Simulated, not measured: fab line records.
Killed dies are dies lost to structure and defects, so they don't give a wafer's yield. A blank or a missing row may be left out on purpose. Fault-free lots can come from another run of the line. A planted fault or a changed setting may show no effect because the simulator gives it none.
fab line records    flow nandHarc
record lots=6  wafers=18  lastDay=23
route steps=1159 shown P_M1@299
lots that met no fault: taken from a fault-free run of the same line
startH: the number of hours between the record's first day and the start of the first shown wafer of the lot    waitH: hours since the lot's step before    " same as the row above    L1.1+2: a single row standing in for several wafers    - no value present, or no start provided    * or withheld: withheld    < > ~ a bound
route shown NAME@n: names a module that has steps shown in the file, with the first one's number in the route    usual: mean/standard deviation taken from wafers without a fault    same: alike in all rows    chamber/n: place in a boat    sites: each site's reading    _std_site: standard deviation across them    _edge_site: the outer-site mean with the inner-site mean subtracted    radiusMm: how far each site lies from the wafer's centre    mask NAME#n: copy n    behind: tool/chamber where the wafer was last shaped    hold: cause of the lot's hold/its duration in hours/its outcome    device: which transistor (n, p or np) failed to switch    end of line: tests run on the same wafers once the route is complete    for a step that has no rows: nothing shown but its recipe    killed: not the wafer's yield, but the dies lost to structure and defects at the first sort    map: per-die view of a wafer (x killed, . not killed, _ where there is no die)
set.NAME: the setting the step ran with; set.NAME@STEP: the setting that earlier step ran with    model.NAME: the simulator's own value behind a step, which no gauge read
certain route steps with their lots: each step a table, each wafer a row
services: when a tool's chamber went out of use (startH, in hours from the record's first day, below 0 if earlier), for how many hours, and the reason
## steps
# step NHARC_P_M1_ETCH_35
# recipe targetDepthA=400  overetchA=120  timeS=43.94  ionEnergyEv=200  n2FlowSccm=150  h2FlowSccm=150  arFlowSccm=0  rfW=400  biasW=150  chemistry=N2/H2
# usual drypumpMotorCurrentA=5.8/0.38  oesProductAu=0.998/0.015  rfFwdPowerW=395.5/1.6  rfVppV=431.7/2.2  showerheadPlenumPTorr=2.08/0.074  throttleValvePct=14.172/0.0089
# same timeS=43.94
lot.wafer  tool        chamber  startH  waitH  drypumpMotorCurrentA  oesProductAu  rfFwdPowerW  rfHoursCounterH  rfVppV  showerheadPlenumPTorr  throttleValvePct
L908.3     rieDiel-06  2        129.18  0.1    5.2                   1.014         396.5        5                433.4   2.15                   14.152
L908.2     "           3        "       "      5.6                   1.018         395.8        4                430.3   2.03                   14.181
L908.5     "           2        "       "      5.2                   1.017         396.7        -                432.8   2.15                   14.175
L911.1     rieDiel-12  3        140.66  0.1    5.4                   0.995         393.4        2                433.9   2.16                   14.158
L911.5     "           2        "       "      5.4                   0.993         396.6        -                432.0   2.04                   14.166
L911.4     "           3        "       "      5.4                   1.001         394.7        -                435.6   2.16                   14.179
L919.4     rieDiel-12  3        201.46  0.1    5.4                   0.988         391.3        4                433.8   2.16                   14.162
L919.1     "           0        "       "      6.4                   1.012         392.9        5                436.4   2.19                   14.165
L919.2     "           2        "       "      5.4                   0.989         394.3        4                431.5   2.04                   14.176
L920.4     rieDiel-01  2        206.19  0.1    5.7                   1.011         397.4        3                427.9   2.04                   14.175
L920.3     "           1        "       "      5.5                   0.973         396.1        4                430.6   2.05                   14.176
L920.5     "           2        "       "      5.8                   1.011         395.2        -                430.7   2.04                   14.182
L922.1     rieDiel-12  2        215.76  0.1    5.4                   0.976         397.6        0                430.3   2.04                   14.157
L922.3     "           3        "       "      5.4                   1.004         393.4        0                433.5   2.16                   14.185
L922.4     "           0        "       "      6.4                   0.981         392.2        0                434.8   2.19                   14.181
L923.3     rieDiel-12  0        216.84  0.1    6.4                   0.970         394.7        0                434.6   2.19                   14.173
L923.4     "           1        "       "      6.1                   1.012         395.5        0                429.6   1.97                   14.177
L923.5     "           3        "       "      5.4                   1.005         394.5        -                433.3   2.16                   14.167
# step NHARC_P_M1_ETCH_15
# recipe targetDepthA=1825  timeS=91.2  c4f8FlowSccm=withheld  arFlowSccm=400  rfW=600  biasW=300  chemistry=C4F8/Ar
# step NHARC_P_M1_CD_MEAS_16
# usual cdNm=129.6/0.97
lot.wafer  tool      chamber  startH  waitH  cdNm
L908.2     cdSem-02  -        129.40  -      130.9
L908.3     "         -        "       "      131.3
L908.5     "         -        "       "      132.2
L911.1     cdSem-02  -        140.89  -      130.8
L911.4     "         -        "       "      130.1
L911.5     "         -        "       "      131.7
L919.1     cdSem-02  -        201.68  -      130.1
L919.2     "         -        "       "      129.0
L919.4     "         -        "       "      127.9
L920.3     cdSem-02  -        206.41  -      130.2
L920.4     "         -        "       "      132.0
L920.5     "         -        "       "      128.7
L922.1     cdSem-03  -        215.98  -      127.7
L922.3     "         -        "       "      129.3
L922.4     "         -        "       "      128.4
L923.3     cdSem-01  -        217.05  -      128.1
L923.4     "         -        "       "      129.2
L923.5     "         -        "       "      130.1
# step NHARC_P_M1_STRIP_18
# recipe powerW=1000  n2FlowSccm=150  h2FlowSccm=150  arFlowSccm=0  biasW=0  chemistry=N2/H2
# usual drypumpMotorCurrentA=5.7/0.36  oesProductAu=1.001/0.014  rfFwdPowerW=998/3.2  rfVppV=90.9/0.9  showerheadPlenumPTorr=2.08/0.073  throttleValvePct=14.172/0.0096
lot.wafer  tool        chamber  startH  waitH  drypumpMotorCurrentA  oesProductAu  rfFwdPowerW  rfHoursCounterH  rfVppV  showerheadPlenumPTorr  throttleValvePct
L908.3     rieDiel-12  0        129.51  0.1    6.4                   1.011         995          3                91.0    2.19                   14.184
L908.2     "           2        "       "      5.4                   0.983         999          3                91.4    2.04                   14.175
L908.5     "           0        "       "      6.4                   1.010         994          -                93.1    2.19                   14.166
L911.4     rieDiel-06  3        140.99  0.1    5.6                   1.021         997          5                90.1    2.03                   14.166
L911.1     "           1        "       "      5.7                   0.997         1003         5                90.8    2.00                   14.188
L911.5     "           3        "       "      5.6                   1.026         998          -                89.8    2.03                   14.163
L919.1     rieDiel-06  0        201.75  0.1    5.5                   0.985         998          7                90.6    2.10                   14.165
L919.2     "           1        "       "      5.7                   0.997         998          8                89.9    2.00                   14.179
L919.4     "           3        "       "      5.7                   1.019         996          7                91.4    2.03                   14.167
L920.4     rieDiel-06  3        206.53  0.1    5.7                   1.022         1000         8                91.0    2.03                   14.175
L920.3     "           0        "       "      5.5                   0.998         997          7                90.9    2.10                   14.176
L920.5     "           1        "       "      5.6                   0.996         998          -                90.8    2.00                   14.162
L922.3     rieDiel-01  1        216.05  0.1    5.5                   0.983         997          5                91.2    2.05                   14.185
L922.4     "           2        "       "      5.7                   1.023         993          4                90.4    2.04                   14.173
L922.1     "           3        "       "      5.8                   1.001         997          5                91.4    2.03                   14.173
L923.4     rieDiel-06  1        217.15  0.1    5.7                   1.000         995          9                90.3    2.00                   14.182
L923.3     "           3        "       "      5.6                   1.020         997          8                91.5    2.03                   14.174
L923.5     "           1        "       "      5.7                   0.998         998          -                90.0    2.00                   14.187
# step NHARC_P_M1_ETCH_28
# recipe targetDepthA=300  overEtchFrac=0.3  timeS=72.99  ionEnergyEv=150  cf4FlowSccm=50  n2FlowSccm=100  arFlowSccm=150  rfW=300  biasW=100  chemistry=CF4/N2
# step NHARC_P_M1_STRIP_19
# recipe timeS=600  tempC=30  chemistry=postEtchResidueRemover
# step NHARC_P_M1_DEGAS_29
# recipe tempC=250  timeS=60
# usual heaterPowerW=328/20
# same timeS=60
lot.wafer  tool           chamber  startH  waitH  heaterPowerW
L908.2     pvdSputter-03  -        130.18  -      314
L908.3     "              -        "       "      298
L908.5     "              -        "       "      357
L911.1     pvdSputter-01  -        141.65  -      327
L911.4     "              -        "       "      326
L911.5     "              -        "       "      350
L919.1     pvdSputter-03  -        202.39  -      364
L919.4     "              -        "       "      318
L919.2     "              -        "       "      312
L920.3     pvdSputter-01  -        207.14  -      319
L920.4     "              -        "       "      354
L920.5     "              -        "       "      322
L922.3     pvdSputter-01  -        216.70  -      328
L922.4     "              -        "       "      344
L922.1     "              -        "       "      322
L923.3     pvdSputter-03  -        217.77  -      351
L923.4     "              -        "       "      296
L923.5     "              -        "       "      315
# step NHARC_P_M1_PRE_CLEAN_30
# recipe timeS=30  tempC=280  gas=H2/He
# step NHARC_P_M1_PVD_20
# recipe targetThkA=50  biasV=168.6  powerW=15000  chamberPressurePa=0.12  timeS=8.06  substrateTempC=50  material=TaN
# step NHARC_P_M1_PVD_21
# recipe targetThkA=300  chamberPressurePa=5  powerW=5000  substrateTempC=30  timeS=20.49  material=Cu
# usual throttleValvePct=29.9/1.2
# same timeS=20.49
lot.wafer  tool           chamber  startH  waitH  throttleValvePct
L908.3     pvdSputter-03  -        -       -      31.8
L908.2     "              -        "       "      29.5
L908.5     "              -        "       "      31.5
L911.4     pvdSputter-01  -        -       -      30.6
L911.1     "              -        "       "      30.3
L911.5     "              -        "       "      30.6
L919.4     pvdSputter-03  -        -       -      29.1
L919.1     "              -        "       "      31.2
L919.2     "              -        "       "      29.2
L920.4     pvdSputter-01  -        -       -      27.1
L920.3     "              -        "       "      30.4
L920.5     "              -        "       "      27.2
L922.1     pvdSputter-01  -        -       -      27.4
L922.4     "              -        "       "      30.6
L922.3     "              -        "       "      29.6
L923.4     pvdSputter-03  -        -       -      31.2
L923.3     "              -        "       "      28.7
L923.5     "              -        "       "      28.8
# step NHARC_P_M1_ECD_22
# recipe targetThkA=4000  bathTempC=25  material=Cu
# step NHARC_P_M1_ANNEAL_31
# recipe tempC=225  timeS=90
# usual wafer_temp_C_max=226.13/0.27
# same timeS=90
lot.wafer  tool          chamber  startH  waitH  wafer_temp_C_max
L908.2     rtpAnneal-01  0        130.97  -      226.61
L908.3     "             0        "       "      226.23
L908.5     "             0        "       "      226.16
L911.1     rtpAnneal-01  0        142.60  0.5    226.30
L911.4     "             0        "       "      226.49
L911.5     "             0        "       "      226.71
L919.1     rtpAnneal-02  0        203.13  0.3    226.07
L919.2     "             0        "       "      225.86
L919.4     "             0        "       "      226.35
L920.3     rtpAnneal-02  0        208.01  0.3    226.45
L920.4     "             0        "       "      225.89
L920.5     "             0        "       "      226.04
L922.1     rtpAnneal-01  0        217.45  0.3    226.25
L922.3     "             0        "       "      226.03
L922.4     "             0        "       "      225.88
L923.3     rtpAnneal-02  0        218.61  -      226.99
L923.4     "             0        "       "      226.01
L923.5     "             0        "       "      226.09
# step NHARC_P_M1_CMP_23
# recipe tOverpolishS=20  targetThkNm=157.82
# usual edgeZonePressureFrac=1.000/0.0049  motorCurrentA=12.2/1.4  timeToEndpointS=28/3
lot.wafer  tool    chamber  startH  waitH  edgeZonePressureFrac  motorCurrentA  timeToEndpointS
L908.2     cmp-01  2        131.26  -      1.004                 13.8           31
L908.3     "       0        "       "      0.996                 13.8           28
L908.5     "       2        "       "      1.005                 13.4           32
L911.1     cmp-02  2        142.95  -      1.004                 10.6           29
L911.4     "       1        "       "      0.993                 10.7           36
L911.5     "       3        "       "      0.996                 11.0           25
L919.1     cmp-02  1        203.47  -      0.994                 11.2           31
L919.2     "       2        "       "      1.005                 10.4           27
L919.4     "       3        "       "      0.999                 11.3           26
L920.3     cmp-04  1        208.25  -      -                     -              -
L920.4     "       0        "       "      -                     -              -
L920.5     "       2        "       "      -                     -              -
L922.4     cmp-02  2        217.79  -      -                     -              -
L922.3     "       0        "       "      -                     -              -
L922.1     "       1        "       "      -                     -              -
L923.4     cmp-02  3        218.86  -      1.001                 11.5           24
L923.3     "       2        "       "      1.006                 11.1           25
L923.5     "       3        "       "      0.998                 11.1           27
# step NHARC_P_M1_THK_MEAS_24
# recipe thkMeasGauge=xrf
# usual thkNm=157.4/1.8
lot.wafer  tool          chamber  startH  waitH  thkNm
L908.2     filmMetro-02  -        131.58  -      159.1
L908.3     "             -        "       "      158.4
L908.5     "             -        "       "      158.0
L911.1     filmMetro-02  -        143.26  -      156.2
L911.4     "             -        "       "      161.3
L911.5     "             -        "       "      159.0
L919.1     filmMetro-01  -        203.79  -      157.7
L919.2     "             -        "       "      158.4
L919.4     "             -        "       "      156.4
L920.3     filmMetro-02  -        208.56  0.3    397.3
L920.4     "             -        "       "      400.8
L920.5     "             -        "       "      396.6
L922.1     filmMetro-01  -        218.11  0.2    401.6
L922.3     "             -        "       "      399.1
L922.4     "             -        "       "      402.7
L923.3     filmMetro-02  -        219.17  -      157.0
L923.4     "             -        "       "      156.8
L923.5     "             -        "       "      157.9
# step NHARC_P_M1_SRD_25
## services
tool           chamber  startH  hours  kind
rieDiel-12     0        107.92  -      clean
rieDiel-12     1        107.92  -      clean
rieDiel-12     2        107.92  -      clean
rieDiel-12     3        107.92  -      clean
rieDiel-12     1        122.14  21.0   repair
rieDiel-06     0        122.20  -      clean
rieDiel-06     1        122.20  -      clean
rieDiel-06     2        122.20  -      clean
rieDiel-06     3        122.20  -      clean
rieDiel-01     2        128.26  7.2    repair
cmp-01         -        128.62  0.5    repair
cmp-02         -        128.64  4.0    pm
cmp-04         -        136.58  0.3    repair
rieDiel-01     -        138.09  9.0    pm
rieDiel-12     -        138.51  0.4    repair
cmp-04         -        155.91  4.0    repair
pvdSputter-01  -        158.00  10.0   pm
rieDiel-01     2        160.90  5.5    repair
rieDiel-01     2        170.71  1.5    repair
cmp-01         -        179.63  4.0    pm
rieDiel-12     -        202.42  9.0    pm
cmp-04         -        203.00  4.0    pm
rieDiel-06     -        212.17  0.3    repair
cmp-02         -        214.48  1.7    repair
## key
firstSign step=NHARC_P_M1_CMP_23  reading=toolRecord  direction=missing
effect step=NHARC_P_M1_THK_MEAS_24  reading=thkNm  direction=up  sigmas=99+  usual=157.4  struck=399.7
metAt NHARC_P_M1_CMP_23
struckWafers L920.3,L920.4,L920.5,L922.1,L922.3,L922.4
laterRowsLeftOut L920.3,L920.4,L920.5,L922.1,L922.3,L922.4
sortLeftOut L920.3,L920.4,L920.5,L922.1,L922.3,L922.4
onsetBetween 203.47 208.25
fault kind=skippedStepWhole  tool=cmp-02,cmp-04  chamber=-  onsetH=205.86  steps=NHARC_P_M1_CMP_23  scope=struckLotsOnly
# sortLeftOut: the simulated sort isn't trusted on such a fault, so these wafers' sort isn't shown, and their yield isn't known
# laterRowsLeftOut: the simulator's readings of these wafers behind a module that went badly wrong aren't trusted and aren't shown, but for the sort
